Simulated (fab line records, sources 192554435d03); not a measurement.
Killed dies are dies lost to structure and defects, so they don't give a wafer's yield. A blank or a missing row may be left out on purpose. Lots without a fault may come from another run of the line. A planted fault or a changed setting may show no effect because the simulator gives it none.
Chamber matching | flow n5_finfet | N5_HKMG_FIN_HK_ALD_01 on ald_hk-02: 4 sister chambers
The step deposits HfO2, target thk 1.6 nm, pulse time 3 s, purge time 3 s. 14 wafers are shown with their chamber, then 7 later ones without.

WAFERS WITH THEIR CHAMBER
wafer  | chamber | precursor_pulse_height_rel
L075.1 | 3       | 0.984
L075.2 | 0       | 0.986
L075.4 | 1       | 0.940
L076.4 | 0       | 1.016
L076.5 | 3       | 1.004
L076.6 | 2       | 0.968
L078.1 | 0       | 1.000
L078.4 | 2       | 0.983
L078.6 | 3       | 0.995
L079.4 | 0       | 1.009
L079.5 | 3       | 0.999
L079.6 | 0       | 1.018
L090.1 | 2       | 0.997
L090.2 | 0       | 0.989

SIGNATURES (means of the wafers above)
reading                    | chamber 0 | chamber 1 | chamber 2 | chamber 3 | scatter within a chamber
precursor_pulse_height_rel | 1.00300   | 0.94000   | 0.98267   | 0.99550   | 0.0125
Rule: a wafer's distance from a chamber is the root of the sum, over the readings, of the square of ((its reading less the chamber's mean) divided by the reading's scatter). The wafer belongs to the nearest chamber; if the next one is less than 2 further off, it can't be placed. The scatter: the root of (the sum of the squares of (reading less its chamber's mean) over the shown wafers, divided by (wafers less chambers)).

WAFERS WITHOUT THEIR CHAMBER
wafer  | precursor_pulse_height_rel
L090.5 | 1.002
L092.1 | 1.007
L092.3 | 1.003
L092.6 | 1.040
L095.2 | 1.021
L095.3 | 1.015
L095.6 | 0.989

WHICH CHAMBER EACH WENT THROUGH
wafer  | from the rows above          | in truth
L090.5 | can't be placed: 0 or 3 or 2 | 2
L092.1 | can't be placed: 0 or 3 or 2 | 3
L092.3 | can't be placed: 0 or 3 or 2 | 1
L092.6 | can't be placed: 0 or 3 or 2 | 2
L095.2 | can't be placed: 0 or 3 or 2 | 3
L095.3 | can't be placed: 0 or 3 or 2 | 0
L095.6 | can't be placed: 2 or 3 or 0 | 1
Placed correctly: 0 of 7. Can't be placed from these rows: 7 (the true chamber is among the candidates in 5). Placed wrongly: 0.
